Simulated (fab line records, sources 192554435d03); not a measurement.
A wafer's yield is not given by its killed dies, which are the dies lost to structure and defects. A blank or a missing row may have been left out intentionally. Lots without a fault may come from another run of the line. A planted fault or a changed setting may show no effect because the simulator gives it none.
Matching of chambers | flow n5Finfet | N5_SD_EPI_N_ETCH_45 on rieDiel-05 has 4 sister chambers
The step etches SiOCN in CH3F/O2, target depth 6 nm. 4 wafers are shown with their chamber, then 10 later ones without.

WAFERS WITH THEIR CHAMBER
wafer  | chamber | throttleValvePct (%)
L088.2 | 2       | 23.37
L088.6 | 0       | 22.83
L090.3 | 3       | 23.52
L090.4 | 1       | 23.75

WAFERS WITHOUT THEIR CHAMBER
wafer  | throttleValvePct (%)
L090.6 | 23.76
L093.1 | 22.85
L093.3 | 23.37
L093.4 | 23.53
L095.2 | 22.84
L095.3 | 23.77
L095.5 | 23.35
L096.1 | 23.37
L096.2 | 22.85
L096.5 | 22.86

CHAMBER TAKEN BY EACH
wafer  | from the rows above | in truth
L090.6 | 1                   | 1
L093.1 | 0                   | 0
L093.3 | 2                   | 2
L093.4 | 3                   | 3
L095.2 | 0                   | 0
L095.3 | 1                   | 1
L095.5 | 2                   | 2
L096.1 | 2                   | 2
L096.2 | 0                   | 0
L096.5 | 0                   | 0
Placed correctly: 10 of 10. Number that these rows cannot place: 0. Number placed wrongly: 0.
How it was worked out, from the rows above alone: a wafer's distance from a chamber is the root of the sum, over the readings, of the square of ((its reading less the chamber's mean) divided by the reading's scatter). The wafer belongs to the nearest chamber; if the next one is less than 2 further off, it can't be placed. For every chamber, the mean is computed from those of its wafers that are shown. The scatter (one wafer shown for each chamber): square how far every hidden wafer sits from the nearest shown wafer, average those squares and take the square root.
